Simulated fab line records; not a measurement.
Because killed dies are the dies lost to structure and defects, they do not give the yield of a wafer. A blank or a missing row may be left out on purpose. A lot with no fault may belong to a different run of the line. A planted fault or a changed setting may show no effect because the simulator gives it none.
Struck lot and sound lot, side by side || flow n5_finfet || 15 out of 1938 route steps
Sound: wafers L947.2, L947.4, L947.6. Struck: wafer L954.3 (left out: L954.1, a lot-mate that was not struck); the cause follows at the end.
Order at every step that has rows: each side's tool, ch and its chambers, its first start. Under that, the readings that differ: sound wafers || struck wafers || difference of the means || sigmas: that difference in standard deviations of wafers without a fault.
alike: readings whose means differ by less than 2 such deviations, and words and numbers that are the same on both sides. not compared: withheld readings, readings that some wafer has no value for, bounds like >300 that may hide the same value, and numbers for which the record gives no deviation and whose values overlap.
A row with sigmas, a row that says differs or no value, or rows on one side alone: a step with any of these is where the two part. Numbers that have no deviation but don't overlap get no sigmas and don't part them. A reading that every wafer of one side lacks parts them only if that side has two wafers or more.

first, 6 steps without rows for these wafers: N5_BEOL_M2_COAT_05 (resist thk 30 nm); N5_BEOL_M2_EBR_07; N5_BEOL_M2_SOFTBAKE_06 (time 60 s); N5_BEOL_M2_EXPOSE_08 (exposes mask M2); N5_BEOL_M2_PEB_09 (peb time 60 s); N5_BEOL_M2_DEVELOP_10 (develop time 30 s).
N5_BEOL_M2_CD_MEAS_11: target cd 16.79 nm.
  sound on cd_sem-02 ch 0, day 7 00:08; struck on cd_sem-01 ch 0, day 8 17:32
  alike: cd_nm
N5_BEOL_M2_OVL_MEAS_12:
  sound on overlay-02 ch 0, day 7 00:10; struck on overlay-01 ch 0, day 8 17:34
  alike: M2_OVL
N5_BEOL_M2_INSPECT_13: inspects for defects (brightfield).
  sound on defect_inspect-01, day 7 00:13; struck on defect_inspect-01, day 8 17:38
  alike: raw_defect_count
N5_BEOL_M2_DESCUM_16: chemistry O2, time 7 s.
  sound on rie_diel-04 ch 1,2,3, day 7 00:44; struck on rie_diel-04 ch 2, day 8 17:40
  alike: drypump_motor_current_A, oes_product_au, rf_fwd_power_W, rf_vpp_V, showerhead_plenum_p_Torr, throttle_valve_pct
  not compared: rf_hours_counter_h
N5_BEOL_M2_ETCH_74: etches underlayer in N2/H2, target depth 6.5 nm, time 5.2 s.
  sound on rie_diel-04 ch 1,2,3, day 7 00:46; struck on rie_diel-04 ch 2, day 8 17:42
  alike: drypump_motor_current_A, etch_rf_on_time_s, oes_product_au, rf_fwd_power_W, rf_vpp_V, showerhead_plenum_p_Torr, throttle_valve_pct
  not compared: rf_hours_counter_h
N5_BEOL_M2_ETCH_63: etches SiARC in CF4, target depth 15.6 nm, time 26 s.
  sound on rie_diel-04 ch 1,2,3, day 7 00:47; struck on rie_diel-04 ch 2, day 8 17:43
  alike: drypump_motor_current_A, etch_rf_on_time_s, oes_product_au, rf_fwd_power_W, rf_vpp_V, showerhead_plenum_p_Torr, throttle_valve_pct
  not compared: rf_hours_counter_h
N5_BEOL_M2_ETCH_64: etches SOC in N2/H2, target depth 75 nm, overetch 22.5 nm, time 121.9 s.
  sound on rie_diel-04 ch 1,2,3, day 7 00:49; struck on rie_diel-04 ch 2, day 8 17:44
{"reading": "model.SiARC_of_BEOL_M2_COAT_62.thk_nm (nm)", "sound": "6.4 6.4 6.4", "struck": 6.8, "difference": "+0.4", "sigmas": ""}
  alike: drypump_motor_current_A, oes_product_au, rf_vpp_V, showerhead_plenum_p_Torr, throttle_valve_pct
  not compared: rf_fwd_power_W, rf_hours_counter_h
then, 1 step without rows for these wafers: N5_BEOL_M2_STRIP_65 (strips in N2/H2).
N5_BEOL_M4_RC_MEAS_101:
  sound on prober-01 ch 0, day 8 10:46; struck on prober-01 ch 0, day 10 05:16
  alike: DIBL_N, DIBL_P, IOFF_N, IOFF_P, ION_N, ION_P, SS_N, SS_P, VT_N, VT_P

== WHERE THEY PART ==
Nowhere in this record.

WHY: what the simulator had put in
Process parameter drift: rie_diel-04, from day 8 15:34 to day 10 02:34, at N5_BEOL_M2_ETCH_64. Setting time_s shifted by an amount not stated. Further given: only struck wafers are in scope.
